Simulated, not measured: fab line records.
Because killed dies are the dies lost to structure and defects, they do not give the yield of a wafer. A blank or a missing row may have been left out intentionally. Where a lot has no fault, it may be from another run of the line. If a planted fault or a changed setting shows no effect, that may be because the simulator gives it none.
The tool behind it: which one?	flow n5_finfet	Sampling: 10 lots, 30 wafers, 3 of 1938 route steps

WHAT EACH GAUGE READ, for each wafer
N5_BEOL_M9_INSPECT_58: inspects for defects (darkfield). Usual: raw_defect_count reads 68 (standard deviation 22).
lot	measured	on	raw_defect_count	flag
L644	day 10 02:05	defect_inspect-02	73 72 76	
L648	day 10 13:35	defect_inspect-01	62 61 76	
L647	day 10 17:09	defect_inspect-02	45 87 71	
L650	day 11 21:44	defect_inspect-01	47 76 50	
L651	day 12 03:31	defect_inspect-02	90 99 102	
L654	day 13 08:38	defect_inspect-01	65 62 100	
L658	day 14 04:40	defect_inspect-01	72 62 73	
L659	day 14 17:34	defect_inspect-01	61 95 102	
L660	day 14 22:58	defect_inspect-01	128 108 94	
L665	day 15 14:46	defect_inspect-01	75 55 76	

N5_BEOL_M10_THK_MEAS_01. Usual: M10_ILD_THK gives 269 nm (standard deviation 3.3).
lot	measured	on	M10_ILD_THK (nm)	flag
L644	day 10 02:45	film_metro-02	271 268 270	
L648	day 10 14:58	film_metro-01	264 268 267	
L647	day 10 17:47	film_metro-01	265 265 265	
L650	day 11 22:53	film_metro-01	268 272 273	
L651	day 12 04:11	film_metro-01	269 273 273	
L654	day 13 09:16	film_metro-01	268 272 273	
L658	day 14 05:17	film_metro-02	266 265 269	
L659	day 14 18:11	film_metro-02	266 273 272	
L660	day 14 23:36	film_metro-02	270 270 275	
L665	day 15 15:24	film_metro-02	265 270 266	

EACH LOT AND THE TOOL THAT RAN IT (in order: tool; ch and the chambers of the sampled wafers; start)
lot	N5_BEOL_M9_SPUTTER_48
L644	pvd_sputter-03, day 10 00:40
L648	pvd_sputter-01, day 10 12:37
L647	pvd_sputter-03, day 10 16:00
L650	pvd_sputter-02, day 11 20:46
L651	pvd_sputter-01, day 12 02:31
L654	pvd_sputter-03, day 13 07:34
L658	pvd_sputter-03, day 14 03:24
L659	pvd_sputter-03, day 14 16:34
L660	pvd_sputter-02, day 14 21:38
L665	pvd_sputter-03, day 15 13:30
- N5_BEOL_M9_SPUTTER_48: material Cu, target thk 12 nm, time 2 s.

AS READ BY THE TOOLS THEMSELVES (means over the sampled wafers that have a number; for cases with no such wafer, the mark the record gives instead)
N5_BEOL_M9_SPUTTER_48. Usual: throttle_valve_pct reads 30.0 % (standard deviation 1.4).
lot	tool	throttle_valve_pct (%)	flag
L644	pvd_sputter-03	29.4	
L648	pvd_sputter-01	30.1	
L647	pvd_sputter-03	30.3	
L650	pvd_sputter-02	29.9	
L651	pvd_sputter-01	30.2	
L654	pvd_sputter-03	29.0	
L658	pvd_sputter-03	29.4	
L659	pvd_sputter-03	31.6	
L660	pvd_sputter-02	29.7	
L665	pvd_sputter-03	30.7	

THE ANSWER, worked out from the rows above alone
Rule: a lot is off if the mean of its wafers that have a number lies more than 3 standard deviations from the usual mean. A lot without any number at a reading at which 4 lots or more have one is off too. The other lots that the step has rows for count as sound. Order of review: gauges by route order, followed by the tools' own readings, for which a lot's mean as printed above is used. At the first step where some lot is off, the reading lying furthest off is the one used; lots without a number count as furthest.
Across all readings shown, no lot is off: no conclusion can be drawn from this.

WHAT WAS PUT IN BY THE SIMULATOR
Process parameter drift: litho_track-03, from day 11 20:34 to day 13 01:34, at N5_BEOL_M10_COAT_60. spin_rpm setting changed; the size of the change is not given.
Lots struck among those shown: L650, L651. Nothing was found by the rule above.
